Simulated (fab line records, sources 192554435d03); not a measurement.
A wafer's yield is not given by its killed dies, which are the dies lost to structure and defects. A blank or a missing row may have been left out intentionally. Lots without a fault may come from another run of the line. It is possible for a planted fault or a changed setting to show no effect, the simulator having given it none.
Struck lot and sound lot, side by side    flow n5_finfet    13 steps out of a route of 1938
Sound: the wafers L858.3, L858.4, L858.5. Wafers struck: L846.1, L846.5, L846.6. The cause is named last.
Per side, at each step with rows, come the tool, then ch with its chambers, and then its first start. Under that, the readings that differ: sound wafers    struck wafers    difference of the means    sigmas: that difference in standard deviations of wafers without a fault.
alike: a reading whose means differ by less than 2 such deviations, as well as words and numbers matching on both sides. not compared: withheld readings; readings where some wafer has no value; bounds like >300 that might hide an equal value; numbers whose values overlap and for which the record gives no deviation.
Wherever a step has rows on one side only, a row that says differs or no value, or a row with sigmas, the two part there. When numbers do not overlap yet have no deviation, they are printed without sigmas and do not part them. A reading that every wafer of one side lacks parts them only if that side has two wafers or more.

first, 9 steps without rows for these wafers: N5_MOL_CONTACT_COAG_EBR_36; N5_MOL_CONTACT_COAG_SOFTBAKE_35 (time 60 s); N5_MOL_CONTACT_COAG_EXPOSE_37 (exposes mask VD, defocus 0 nm); N5_MOL_CONTACT_COAG_PEB_38 (peb time 60 s); N5_MOL_CONTACT_COAG_DEVELOP_39 (develop time 30 s); N5_MOL_CONTACT_COAG_DESCUM_45 (chemistry O2, time 7 s); N5_MOL_CONTACT_COAG_ETCH_65 (etches underlayer in N2/H2, target depth 13 nm, time 10.4 s); N5_MOL_CONTACT_COAG_ETCH_66 (etches SiARC in CF4, target depth 13 nm, time 21.7 s); N5_MOL_CONTACT_COAG_ALD_133 (deposits SiO2, target thk 5 nm, pulse time 1 s, co reactant pulse time 1 s).
N5_MOL_CONTACT_COAG_ETCHBACK_134: etches SiO2 in CHF3, target depth 10 nm, time 6.7 s.
  sound on rie_diel-04 ch 0,3, day 10 01:20; struck on rie_diel-04 ch 0,1, day 6 22:38
  no value came back on the struck wafers for any of 7 readings (CHF3_flow_sccm (sccm), bias_w (W) and others); on the sound wafers CHF3_flow_sccm (sccm) reads 50.04 49.88 50.16
reading                                                sound           struck      difference  sigmas
model.CAR-EUV_of_MOL_CONTACT_COAG_COAT_34.thk_nm (nm)  15.4 15.4 15.4  17 17.2 17  +2          
  not compared: rf_hours_counter_h
then, 1 step without rows for these wafers: N5_MOL_CONTACT_COAG_ETCH_67 (etches SOC in N2/H2, target depth 60 nm, overetch 21 nm, time 101.2 s).
N5_BEOL_M4_RC_MEAS_101:
  the record has rows for the sound wafers here (prober-01 ch 0, day 14 20:13) and none for the struck ones
-- here the record skips 8 days between the struck wafers' starts before and after, leaving off in module BEOL_M4 and picking up in module PASSIVATION (first step shown: number 1936 of the route) --
N5_PASSIVATION_PROBE_49:
  sound on prober-01 at day 18 20:10; struck on prober-01 at day 15 10:17
reading                   sound           struck          difference  sigmas
defect_limited_yield (%)  89.9 91.5 91.4  0 0 0           -91         -65
killed_at_contacts        22 11 10        1072 1088 1099  +1072       +99 or more
killed_dies               119 100 101     1180 1180 1180  +1073       +63
killed_on_rim             17 10 11        152 152 152     +139        +32
sort_bin_4_leakage (%)    0.17 0 0        0 0 0           +0          -4
sort_bin_5_function (%)   6.4 4.9 4.5     96.3 96.1 96.4  +91.0       +94
sort_n_pass               1059 1080 1079  0 0 0           -1073       -63
sort_yield_pct (%)        89.7 91.5 91.4  0 0 0           -91         -65
  alike: killed_at_M0_to_M3, killed_at_M4_up, killed_at_front_end, killed_at_other, killed_open, killed_short, sort_bin_6_memory

== WHERE THEY PART ==
First at N5_MOL_CONTACT_COAG_ETCHBACK_134; last, within this record, at N5_PASSIVATION_PROBE_49.

WHY: what had been put in by the simulator
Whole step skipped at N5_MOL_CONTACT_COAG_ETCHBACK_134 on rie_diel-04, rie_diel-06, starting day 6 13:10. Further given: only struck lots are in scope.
